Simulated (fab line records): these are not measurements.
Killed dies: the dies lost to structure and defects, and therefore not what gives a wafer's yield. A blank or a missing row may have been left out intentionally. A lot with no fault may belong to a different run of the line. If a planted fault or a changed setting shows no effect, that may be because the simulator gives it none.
fab line records | flow n5_finfet | part 1 of 2: steps 1 to 3 of 6
record lots=24 | wafers=72 | last_day=17
route steps=1938 shown BEOL_M6@1254 BEOL_M7@1299
lots that met no fault: taken from a fault-free run of the same line
start_h: the number of hours between the record's first day and the start of the first shown wafer of the lot | wait_h: time in hours since the lot's previous step | " same as the row above | L1.1+2: a single row standing in for several wafers | - no value, or no start was given | * or withheld: withheld | < > ~ a bound
route shown NAME@n: names a module that has steps shown in the file, with the first one's number in the route | usual: mean/standard deviation of fault-free wafers | same: alike in all rows | chamber/n: place in a boat | sites: readings site by site | _std_site: the values' standard deviation | _edge_site: mean of outer sites minus mean of inner sites | radius_mm: how far each site lies from the wafer's centre | mask NAME#n: copy n | behind: the tool/chamber that last shaped the wafer | hold: what put the lot on hold/how long, in hours/how the hold closed | device: the transistor (n, p or np) that didn't switch | end of line: tests run on the same wafers once the route is complete | a step without rows: its recipe alone | killed: at the first sort, the dies lost to defects and structure; wafer yield is something else | map: per-die view of a wafer (x killed, . not killed, _ where there is no die)
set.NAME: setting as actually run; set.NAME@STEP: the setting as run at that earlier step | model.NAME: the simulator's own value behind a step, which no gauge read
the route's steps for a sample of lots (tables are steps, rows are wafers)
services: the hour from which a tool's chamber was out of use, counted from the record's first day as start_h (under 0 if before that day), plus the number of hours and why
## steps
# step N5_BEOL_M6_SPUTTER_48
# recipe material=Cu | target_thk_a=100 | temp_c=-20 | bias_v=60 | power_w=26000 | chamber_pressure_pa=0.13 | time_s=1.667
# usual throttle_valve_pct=29.7/0.94
lot.wafer | tool           | chamber | start_h | wait_h | throttle_valve_pct
L074.1    | pvd_sputter-02 | -       | 186.97  | 0.1    | 30.9
L074.4    | "              | -       | "       | "      | 29.8
L074.6    | "              | -       | "       | "      | 31.2
L075.1    | pvd_sputter-01 | -       | 188.69  | 0.1    | 27.9
L075.4    | "              | -       | "       | "      | 30.4
L075.6    | "              | -       | "       | "      | 30.1
L076.2    | pvd_sputter-01 | -       | 199.86  | 0.1    | 29.6
L076.3    | "              | -       | "       | "      | 29.8
L076.4    | "              | -       | "       | "      | 27.9
L077.2    | pvd_sputter-02 | -       | 204.35  | 0.1    | 29.0
L077.3    | "              | -       | "       | "      | 29.7
L077.5    | "              | -       | "       | "      | 29.1
L079.3    | pvd_sputter-01 | -       | 212.82  | 0.6    | 28.0
L079.4    | "              | -       | "       | "      | 30.1
L079.5    | "              | -       | "       | "      | 28.4
L078.1    | pvd_sputter-02 | -       | 213.86  | 0.3    | 29.3
L078.2    | "              | -       | "       | "      | 29.6
L078.3    | "              | -       | "       | "      | 31.2
L080.2    | pvd_sputter-02 | -       | 220.36  | 0.1    | 29.1
L080.3    | "              | -       | "       | "      | 31.3
L080.6    | "              | -       | "       | "      | 31.2
L082.1    | pvd_sputter-01 | -       | 222.09  | 1.2    | 30.2
L082.4    | "              | -       | "       | "      | 29.7
L082.5    | "              | -       | "       | "      | 30.1
L081.2    | pvd_sputter-02 | -       | 223.42  | 0.1    | 31.3
L081.3    | "              | -       | "       | "      | 29.7
L081.4    | "              | -       | "       | "      | 29.6
L083.1    | pvd_sputter-03 | -       | 225.80  | 0.1    | 29.0
L083.5    | "              | -       | "       | "      | 31.6
L083.6    | "              | -       | "       | "      | 28.8
L084.1    | pvd_sputter-01 | -       | 245.80  | 0.2    | 30.0
L084.2    | "              | -       | "       | "      | 30.0
L084.4    | "              | -       | "       | "      | 29.3
L085.3    | pvd_sputter-01 | -       | 260.13  | 0.1    | 27.9
L085.4    | "              | -       | "       | "      | 29.6
L085.5    | "              | -       | "       | "      | 27.9
L086.1    | pvd_sputter-02 | -       | 260.39  | 0.1    | 30.9
L086.2    | "              | -       | "       | "      | 29.5
L086.4    | "              | -       | "       | "      | 29.8
L087.2    | pvd_sputter-01 | -       | 264.13  | 0.1    | 29.5
L087.4    | "              | -       | "       | "      | 29.5
L087.5    | "              | -       | "       | "      | 29.8
L088.3    | pvd_sputter-03 | -       | 264.54  | 0.1    | 29.1
L088.4    | "              | -       | "       | "      | 29.3
L088.5    | "              | -       | "       | "      | 29.4
L089.1    | pvd_sputter-03 | -       | 268.16  | 0.1    | 29.6
L089.2    | "              | -       | "       | "      | 29.0
L089.6    | "              | -       | "       | "      | 31.7
L090.1    | pvd_sputter-02 | -       | 283.15  | 0.4    | 29.1
L090.4    | "              | -       | "       | "      | 30.1
L090.5    | "              | -       | "       | "      | 30.8
L091.3    | pvd_sputter-01 | -       | 283.35  | 0.1    | 29.3
L091.4    | "              | -       | "       | "      | 29.7
L091.5    | "              | -       | "       | "      | 29.8
L092.1    | pvd_sputter-02 | -       | 286.57  | 0.1    | 31.4
L092.2    | "              | -       | "       | "      | 29.9
L092.5    | "              | -       | "       | "      | 31.1
L093.3    | pvd_sputter-02 | -       | 298.86  | 0.2    | 31.1
L093.4    | "              | -       | "       | "      | 29.8
L093.6    | "              | -       | "       | "      | 31.2
L094.1    | pvd_sputter-01 | -       | 309.05  | 0.1    | 29.6
L094.4    | "              | -       | "       | "      | 29.9
L094.5    | "              | -       | "       | "      | 28.0
L095.1    | pvd_sputter-03 | -       | 311.98  | 0.1    | 29.5
L095.4    | "              | -       | "       | "      | 28.7
L095.6    | "              | -       | "       | "      | 28.7
L096.3    | pvd_sputter-02 | -       | 312.23  | 0.1    | 29.2
L096.5    | "              | -       | "       | "      | 31.1
L096.6    | "              | -       | "       | "      | 29.2
L097.1    | pvd_sputter-01 | -       | 319.20  | 2.9    | 28.1
L097.2    | "              | -       | "       | "      | 30.2
L097.5    | "              | -       | "       | "      | 28.1
# step N5_BEOL_M7_DESCUM_33
# recipe chemistry=O2 | time_s=7 | source_power_w=50 | bias_power_w=20 | pressure_mtorr=20 | rf_frequency_hz=2.712e+07 | temp_c=40 | resist=CAR-EUV | o2_flow_sccm=225
# usual drypump_motor_current_A=5.9/0.53 | oes_product_au=0.77/0.079 | rf_vpp_V=243.8/1.2 | showerhead_plenum_p_Torr=2.13/0.064 | throttle_valve_pct=20.39/0.2
lot.wafer | tool        | chamber | start_h | wait_h | drypump_motor_current_A | oes_product_au | rf_hours_counter_h | rf_vpp_V | showerhead_plenum_p_Torr | throttle_valve_pct
L074.1    | rie_diel-02 | 1       | 191.49  | 0.1    | 5.8                     | 0.76           | 159                | 242.2    | 2.10                     | 20.28
L074.4    | "           | 3       | "       | "      | 5.6                     | 0.97           | 6                  | 245.3    | 2.24                     | 20.13
L074.6    | "           | 0       | "       | "      | 5.0                     | 0.70           | -                  | 245.8    | 2.16                     | 20.58
L075.1    | rie_diel-01 | 2       | 194.54  | 0.0    | 5.7                     | 0.72           | 200                | 245.4    | 2.16                     | 20.13
L075.4    | "           | 0       | "       | "      | 5.8                     | 0.91           | 28                 | 244.3    | 2.11                     | 20.23
L075.6    | "           | 0       | "       | "      | 5.8                     | 0.90           | -                  | 245.0    | 2.11                     | 20.24
L076.2    | rie_diel-03 | 2       | 204.22  | 0.0    | 4.8                     | 0.89           | 18                 | 241.9    | 2.04                     | 20.05
L076.3    | "           | 0       | "       | "      | 6.7                     | 0.75           | 126                | 244.2    | 2.11                     | 20.53
L076.4    | "           | 3       | "       | "      | 6.0                     | 0.71           | 185                | 244.3    | 2.18                     | 20.66
L077.2    | rie_diel-03 | 2       | 209.76  | 0.0    | 4.9                     | 0.89           | 20                 | 242.2    | 2.03                     | 20.06
L077.3    | "           | 3       | "       | "      | 6.0                     | 0.71           | 187                | 244.2    | 2.18                     | 20.69
L077.5    | "           | 2       | "       | "      | 4.8                     | 0.89           | -                  | 243.6    | 2.03                     | 20.06
L079.3    | rie_diel-01 | 1       | 218.54  | 0.0    | 5.9                     | 0.85           | 58                 | 246.1    | 2.24                     | 20.40
L079.4    | "           | 3       | "       | "      | 6.3                     | 0.73           | -                  | 242.9    | 2.09                     | 20.49
L079.5    | "           | 1       | "       | "      | 5.9                     | 0.86           | -                  | 244.1    | 2.24                     | 20.40
L078.1    | rie_diel-03 | 1       | 219.26  | 0.2    | 6.0                     | 0.75           | 179                | 243.5    | 2.16                     | 20.41
L078.2    | "           | 3       | "       | "      | 5.9                     | 0.71           | 189                | 244.3    | 2.17                     | 20.69
L078.3    | "           | 2       | "       | "      | 4.9                     | 0.87           | 23                 | 242.6    | 2.03                     | 20.07
L080.2    | rie_diel-02 | 1       | 224.40  | 0.1    | 5.7                     | 0.74           | 169                | 244.1    | 2.10                     | 20.30
L080.3    | "           | 0       | "       | "      | 5.1                     | 0.69           | 240                | 243.5    | 2.16                     | 20.61
L080.6    | "           | 3       | "       | "      | 5.6                     | 0.92           | -                  | 245.8    | 2.24                     | 20.14
L082.1    | rie_diel-02 | 3       | 225.86  | 0.3    | 5.6                     | 0.93           | 16                 | 244.6    | 2.23                     | 20.14
L082.4    | "           | 0       | "       | "      | 5.1                     | 0.69           | 241                | 243.5    | 2.16                     | 20.62
L082.5    | "           | 0       | "       | "      | 5.0                     | 0.69           | -                  | 243.4    | 2.16                     | 20.62
L081.2    | rie_diel-01 | 3       | 228.47  | 0.3    | 6.3                     | 0.73           | 202                | 242.8    | 2.09                     | 20.49
L081.3    | "           | 0       | "       | "      | 5.8                     | 0.89           | 36                 | 243.6    | 2.10                     | 20.24
L081.4    | "           | 2       | "       | "      | 5.7                     | 0.71           | 211                | 244.8    | 2.16                     | 20.14
L083.1    | rie_diel-03 | 0       | 230.20  | 0.0    | 6.8                     | 0.75           | 135                | 244.2    | 2.10                     | 20.52
L083.5    | "           | 3       | "       | "      | 5.9                     | 0.71           | -                  | 245.3    | 2.17                     | 20.70
L083.6    | "           | 2       | "       | "      | 4.9                     | 0.88           | -                  | 241.2    | 2.03                     | 20.06
L084.1    | rie_diel-01 | 2       | 250.84  | 0.0    | 5.7                     | 0.70           | 218                | 243.1    | 2.16                     | 20.15
L084.2    | "           | 1       | "       | "      | 5.9                     | 0.84           | 69                 | 244.8    | 2.23                     | 20.41
L084.4    | "           | 3       | "       | "      | 6.3                     | 0.72           | 209                | 243.4    | 2.09                     | 20.49
L085.3    | rie_diel-03 | 1       | 266.15  | 0.0    | 6.1                     | 0.72           | 195                | 243.5    | 2.15                     | 20.43
L085.4    | "           | 2       | "       | "      | 4.9                     | 0.85           | 39                 | 241.5    | 2.03                     | 20.09
L085.5    | "           | 0       | "       | "      | 6.7                     | 0.74           | -                  | 243.8    | 2.10                     | 20.57
L086.1    | rie_diel-02 | 3       | 266.19  | 0.0    | 5.6                     | 0.90           | 32                 | 244.4    | 2.23                     | 20.17
L086.2    | "           | 2       | "       | "      | 6.5                     | 0.70           | 225                | 243.0    | 2.06                     | 20.59
L086.4    | "           | 1       | "       | "      | 5.8                     | 0.73           | -                  | 242.9    | 2.10                     | 20.31
L087.2    | rie_diel-03 | 2       | 268.57  | 0.0    | 4.9                     | 0.85           | 39                 | 241.3    | 2.03                     | 20.11
L087.4    | "           | 1       | "       | "      | 6.1                     | 0.72           | 196                | 245.0    | 2.15                     | 20.42
L087.5    | "           | 2       | "       | "      | 4.9                     | 0.85           | -                  | 243.0    | 2.03                     | 20.10
L088.3    | rie_diel-01 | 3       | 269.13  | 0.0    | 6.3                     | 0.72           | 215                | 244.0    | 2.09                     | 20.50
L088.4    | "           | 0       | "       | "      | 5.8                     | 0.87           | 48                 | 242.3    | 2.10                     | 20.27
L088.5    | "           | 2       | "       | "      | 5.7                     | 0.70           | -                  | 245.0    | 2.16                     | 20.15
L089.1    | rie_diel-03 | 3       | 274.64  | 0.0    | 6.0                     | 0.69           | 206                | 243.9    | 2.17                     | 20.72
L089.2    | "           | 2       | "       | "      | 4.9                     | 0.84           | 41                 | 242.6    | 2.03                     | 20.10
L089.6    | "           | 2       | "       | "      | 4.9                     | 0.84           | -                  | 242.9    | 2.03                     | 20.09
L091.3    | rie_diel-03 | 1       | 289.34  | 0.0    | 6.1                     | 0.71           | 203                | 244.6    | 2.15                     | 20.46
L091.4    | "           | 0       | "       | "      | 6.7                     | 0.73           | -                  | 242.9    | 2.10                     | 20.56
L091.5    | "           | 2       | "       | "      | 4.9                     | 0.83           | -                  | 243.0    | 2.03                     | 20.11
L090.1    | rie_diel-01 | 1       | 289.51  | 0.0    | 5.9                     | 0.83           | 80                 | 245.9    | 2.23                     | 20.44
L090.4    | "           | 0       | "       | "      | 5.8                     | 0.86           | 54                 | 243.6    | 2.10                     | 20.30
L090.5    | "           | 1       | "       | "      | 5.9                     | 0.83           | -                  | 246.4    | 2.23                     | 20.44
L092.1    | rie_diel-03 | 2       | 291.55  | 0.7    | 4.9                     | 0.83           | 49                 | 243.7    | 2.02                     | 20.11
L092.2    | "           | 1       | "       | "      | 6.1                     | 0.71           | 204                | 244.8    | 2.15                     | 20.45
L092.5    | "           | 0       | "       | "      | 6.8                     | 0.73           | -                  | 242.9    | 2.10                     | 20.56
L093.3    | rie_diel-01 | 1       | 307.14  | 0.0    | 5.9                     | 0.83           | 85                 | 245.6    | 2.23                     | 20.45
L093.4    | "           | 1       | "       | "      | 5.9                     | 0.83           | -                  | 246.2    | 2.23                     | 20.44
L093.6    | "           | 0       | "       | "      | 5.8                     | 0.86           | -                  | 243.8    | 2.10                     | 20.29
L094.1    | rie_diel-03 | 1       | 313.82  | 0.1    | 6.1                     | 0.71           | 210                | 242.9    | 2.14                     | 20.45
L094.4    | "           | 0       | "       | "      | 6.7                     | 0.73           | 160                | 242.5    | 2.10                     | 20.57
L094.5    | "           | 0       | "       | "      | 6.7                     | 0.73           | -                  | 243.1    | 2.10                     | 20.58
L095.1    | rie_diel-02 | 1       | 320.51  | 0.0    | 5.8                     | 0.72           | 205                | 242.7    | 2.09                     | 20.34
L095.4    | "           | 3       | "       | "      | 5.6                     | 0.87           | 52                 | 244.6    | 2.22                     | 20.19
L095.6    | "           | 2       | "       | "      | 6.5                     | 0.69           | -                  | 243.6    | 2.05                     | 20.63
L096.3    | rie_diel-01 | 0       | 320.57  | 0.0    | 5.8                     | 0.84           | 64                 | 244.4    | 2.10                     | 20.29
L096.5    | "           | 1       | "       | "      | 5.9                     | 0.82           | -                  | 245.4    | 2.23                     | 20.45
L096.6    | "           | 0       | "       | "      | 5.8                     | 0.85           | -                  | 241.9    | 2.09                     | 20.30
L097.1    | rie_diel-02 | 2       | 323.52  | 0.2    | 6.4                     | 0.70           | 247                | 242.1    | 2.05                     | 20.63
L097.2    | "           | 0       | "       | "      | 5.1                     | 0.95           | 9                  | 244.6    | 2.15                     | 20.18
L097.5    | "           | 2       | "       | "      | 6.5                     | 0.69           | -                  | 241.1    | 2.05                     | 20.62
# step N5_BEOL_M7_ETCH_72
# recipe chemistry=N2/H2 | target=underlayer | target_depth_a=65 | mask_material=CAR-EUV | time_s=5.2 | ion_energy_ev=200 | pressure_mtorr=30 | source_w=840 | bias_w=150 | n2_flow_sccm=200 | h2_flow_sccm=200 | ends=cleared
# usual drypump_motor_current_A=5.9/0.53 | etch_rf_on_time_s=5.25/0.11 | oes_product_au=0.66/0.069 | rf_vpp_V=525.1/2.4 | showerhead_plenum_p_Torr=2.59/0.068 | throttle_valve_pct=17.82/0.23
lot.wafer | tool        | chamber | start_h | wait_h | drypump_motor_current_A | etch_rf_on_time_s | oes_product_au | rf_hours_counter_h | rf_vpp_V | showerhead_plenum_p_Torr | throttle_valve_pct
L074.1    | rie_diel-02 | 1       | 191.52  | 0.0    | 5.8                     | 5.15              | 0.64           | 159                | 524.5    | 2.54                     | 17.60
L074.4    | "           | 3       | "       | "      | 5.6                     | 5.23              | 0.82           | 6                  | 526.7    | 2.72                     | 17.48
L074.6    | "           | 0       | "       | "      | 5.1                     | 5.16              | 0.59           | -                  | 528.1    | 2.60                     | 17.89
L075.1    | rie_diel-01 | 2       | 194.58  | 0.0    | 5.7                     | 5.33              | 0.60           | 200                | 527.0    | 2.64                     | 17.62
L075.4    | "           | 0       | "       | "      | 5.8                     | 4.96              | 0.77           | 28                 | 526.3    | 2.58                     | 17.79
L075.6    | "           | 0       | "       | "      | 5.8                     | 4.98              | 0.78           | -                  | 526.0    | 2.58                     | 17.77
L076.2    | rie_diel-03 | 2       | 204.26  | 0.0    | 4.9                     | 5.24              | 0.76           | 18                 | 519.1    | 2.49                     | 17.54
L076.3    | "           | 0       | "       | "      | 6.7                     | 5.30              | 0.64           | 126                | 524.1    | 2.56                     | 18.04
L076.4    | "           | 3       | "       | "      | 5.9                     | 5.18              | 0.60           | 185                | 526.1    | 2.64                     | 18.10
L077.2    | rie_diel-03 | 2       | 209.79  | 0.0    | 4.9                     | 5.30              | 0.75           | 20                 | 521.0    | 2.49                     | 17.55
L077.3    | "           | 3       | "       | "      | 5.9                     | 5.15              | 0.62           | 187                | 525.9    | 2.64                     | 18.12
L077.5    | "           | 2       | "       | "      | 4.8                     | 5.34              | 0.74           | -                  | 525.3    | 2.49                     | 17.54
L079.3    | rie_diel-01 | 1       | 218.57  | 0.0    | 5.9                     | 5.14              | 0.72           | 58                 | 527.7    | 2.67                     | 17.60
L079.4    | "           | 3       | "       | "      | 6.3                     | 5.26              | 0.62           | -                  | 522.4    | 2.52                     | 17.85
L079.5    | "           | 1       | "       | "      | 5.9                     | 5.17              | 0.73           | -                  | 525.6    | 2.67                     | 17.60
L078.1    | rie_diel-03 | 1       | 219.29  | 0.0    | 6.1                     | 5.25              | 0.62           | 179                | 525.6    | 2.64                     | 17.94
L078.2    | "           | 3       | "       | "      | 6.0                     | 5.24              | 0.60           | 189                | 528.2    | 2.63                     | 18.10
L078.3    | "           | 2       | "       | "      | 4.9                     | 5.31              | 0.74           | 23                 | 522.4    | 2.49                     | 17.54
L080.2    | rie_diel-02 | 1       | 224.43  | 0.0    | 5.7                     | 5.24              | 0.63           | 169                | 522.4    | 2.53                     | 17.61
L080.3    | "           | 0       | "       | "      | 5.0                     | 5.24              | 0.58           | 240                | 527.0    | 2.59                     | 17.93
L080.6    | "           | 3       | "       | "      | 5.6                     | 5.26              | 0.79           | -                  | 529.7    | 2.72                     | 17.49
L082.1    | rie_diel-02 | 3       | 225.89  | 0.0    | 5.5                     | 5.26              | 0.79           | 16                 | 529.5    | 2.72                     | 17.51
L082.4    | "           | 0       | "       | "      | 5.1                     | 5.22              | 0.59           | 241                | 522.7    | 2.59                     | 17.90
L082.5    | "           | 0       | "       | "      | 5.1                     | 5.26              | 0.58           | -                  | 524.7    | 2.59                     | 17.90
L081.2    | rie_diel-01 | 3       | 228.51  | 0.0    | 6.3                     | 5.22              | 0.62           | 202                | 522.7    | 2.52                     | 17.87
L081.3    | "           | 0       | "       | "      | 5.8                     | 4.94              | 0.76           | 36                 | 524.8    | 2.58                     | 17.76
L081.4    | "           | 2       | "       | "      | 5.7                     | 5.28              | 0.60           | 211                | 525.8    | 2.63                     | 17.63
L083.1    | rie_diel-03 | 0       | 230.23  | 0.0    | 6.7                     | 5.33              | 0.63           | 135                | 524.1    | 2.55                     | 18.02
L083.5    | "           | 3       | "       | "      | 5.9                     | 5.15              | 0.60           | -                  | 523.9    | 2.63                     | 18.11
L083.6    | "           | 2       | "       | "      | 4.9                     | 5.26              | 0.73           | -                  | 522.5    | 2.49                     | 17.56
L084.1    | rie_diel-01 | 2       | 250.88  | 0.0    | 5.7                     | 5.33              | 0.60           | 218                | 528.0    | 2.63                     | 17.64
L084.2    | "           | 1       | "       | "      | 5.9                     | 5.20              | 0.71           | 69                 | 527.3    | 2.67                     | 17.59
L084.4    | "           | 3       | "       | "      | 6.3                     | 5.23              | 0.61           | 209                | 523.0    | 2.51                     | 17.88
L085.3    | rie_diel-03 | 1       | 266.18  | 0.0    | 6.1                     | 5.32              | 0.61           | 195                | 527.4    | 2.63                     | 17.97
L085.4    | "           | 2       | "       | "      | 4.9                     | 5.34              | 0.71           | 39                 | 521.6    | 2.48                     | 17.58
L085.5    | "           | 0       | "       | "      | 6.7                     | 5.35              | 0.63           | -                  | 525.4    | 2.55                     | 18.07
L086.1    | rie_diel-02 | 3       | 266.23  | 0.0    | 5.6                     | 5.23              | 0.78           | 32                 | 528.6    | 2.71                     | 17.55
L086.2    | "           | 2       | "       | "      | 6.4                     | 5.30              | 0.59           | 225                | 522.1    | 2.53                     | 18.24
L086.4    | "           | 1       | "       | "      | 5.7                     | 5.17              | 0.63           | -                  | 522.7    | 2.53                     | 17.65
L087.2    | rie_diel-03 | 2       | 268.61  | 0.0    | 4.9                     | 5.28              | 0.71           | 40                 | 521.6    | 2.48                     | 17.56
L087.4    | "           | 1       | "       | "      | 6.1                     | 5.23              | 0.62           | 196                | 526.3    | 2.63                     | 17.97
L087.5    | "           | 2       | "       | "      | 4.9                     | 5.25              | 0.72           | -                  | 524.2    | 2.48                     | 17.59
L088.3    | rie_diel-01 | 3       | 269.16  | 0.0    | 6.3                     | 5.26              | 0.61           | 215                | 523.1    | 2.51                     | 17.88
L088.4    | "           | 0       | "       | "      | 5.8                     | 5.01              | 0.76           | 48                 | 524.4    | 2.57                     | 17.80
L088.5    | "           | 2       | "       | "      | 5.7                     | 5.33              | 0.58           | -                  | 526.9    | 2.63                     | 17.65
L089.1    | rie_diel-03 | 3       | 274.67  | 0.0    | 5.9                     | 5.21              | 0.59           | 206                | 525.1    | 2.63                     | 18.16
L089.2    | "           | 2       | "       | "      | 4.9                     | 5.39              | 0.71           | 41                 | 523.7    | 2.48                     | 17.59
L089.6    | "           | 2       | "       | "      | 4.9                     | 5.46              | 0.70           | -                  | 522.3    | 2.48                     | 17.58
L091.3    | rie_diel-03 | 1       | 289.37  | 0.0    | 6.1                     | 5.36              | 0.59           | 203                | 525.6    | 2.63                     | 17.95
L091.4    | "           | 0       | "       | "      | 6.7                     | 5.36              | 0.62           | -                  | 524.8    | 2.55                     | 18.09
L091.5    | "           | 2       | "       | "      | 4.9                     | 5.41              | 0.70           | -                  | 521.7    | 2.48                     | 17.60
L090.1    | rie_diel-01 | 1       | 289.55  | 0.0    | 5.9                     | 5.13              | 0.69           | 80                 | 526.7    | 2.66                     | 17.62
L090.4    | "           | 0       | "       | "      | 5.8                     | 4.99              | 0.75           | 54                 | 524.2    | 2.57                     | 17.82
L090.5    | "           | 1       | "       | "      | 5.9                     | 5.18              | 0.70           | -                  | 526.9    | 2.66                     | 17.63
L092.1    | rie_diel-03 | 2       | 291.59  | 0.0    | 4.8                     | 5.36              | 0.70           | 49                 | 522.6    | 2.48                     | 17.61
L092.2    | "           | 1       | "       | "      | 6.1                     | 5.39              | 0.61           | 204                | 525.8    | 2.63                     | 17.97
L092.5    | "           | 0       | "       | "      | 6.7                     | 5.33              | 0.63           | -                  | 522.8    | 2.55                     | 18.08
L093.3    | rie_diel-01 | 1       | 307.18  | 0.0    | 5.9                     | 5.21              | 0.69           | 85                 | 526.7    | 2.66                     | 17.65
L093.4    | "           | 1       | "       | "      | 5.9                     | 5.18              | 0.70           | -                  | 525.7    | 2.66                     | 17.64
L093.6    | "           | 0       | "       | "      | 5.8                     | 4.96              | 0.74           | -                  | 524.2    | 2.57                     | 17.85
L094.1    | rie_diel-03 | 1       | 313.85  | 0.0    | 6.1                     | 5.30              | 0.59           | 210                | 526.7    | 2.63                     | 17.99
L094.4    | "           | 0       | "       | "      | 6.7                     | 5.36              | 0.61           | 160                | 523.4    | 2.54                     | 18.09
L094.5    | "           | 0       | "       | "      | 6.7                     | 5.39              | 0.62           | -                  | 524.9    | 2.54                     | 18.08
L095.1    | rie_diel-02 | 1       | 320.55  | 0.0    | 5.7                     | 5.23              | 0.62           | 205                | 524.3    | 2.52                     | 17.68
L095.4    | "           | 3       | "       | "      | 5.6                     | 5.27              | 0.74           | 52                 | 527.2    | 2.70                     | 17.56
L095.6    | "           | 2       | "       | "      | 6.5                     | 5.48              | 0.58           | -                  | 522.2    | 2.53                     | 18.27
L096.3    | rie_diel-01 | 0       | 320.60  | 0.0    | 5.8                     | 5.00              | 0.73           | 64                 | 525.7    | 2.57                     | 17.82
L096.5    | "           | 1       | "       | "      | 5.9                     | 5.24              | 0.69           | -                  | 526.9    | 2.66                     | 17.67
L096.6    | "           | 0       | "       | "      | 5.8                     | 4.94              | 0.74           | -                  | 524.1    | 2.57                     | 17.81
L097.1    | rie_diel-02 | 2       | 323.55  | 0.0    | 6.4                     | 5.43              | 0.58           | 247                | 521.0    | 2.53                     | 18.28
L097.2    | "           | 0       | "       | "      | 5.1                     | 5.22              | 0.79           | 9                  | 526.1    | 2.58                     | 17.47
L097.5    | "           | 2       | "       | "      | 6.5                     | 5.36              | 0.59           | -                  | 522.2    | 2.53                     | 18.32
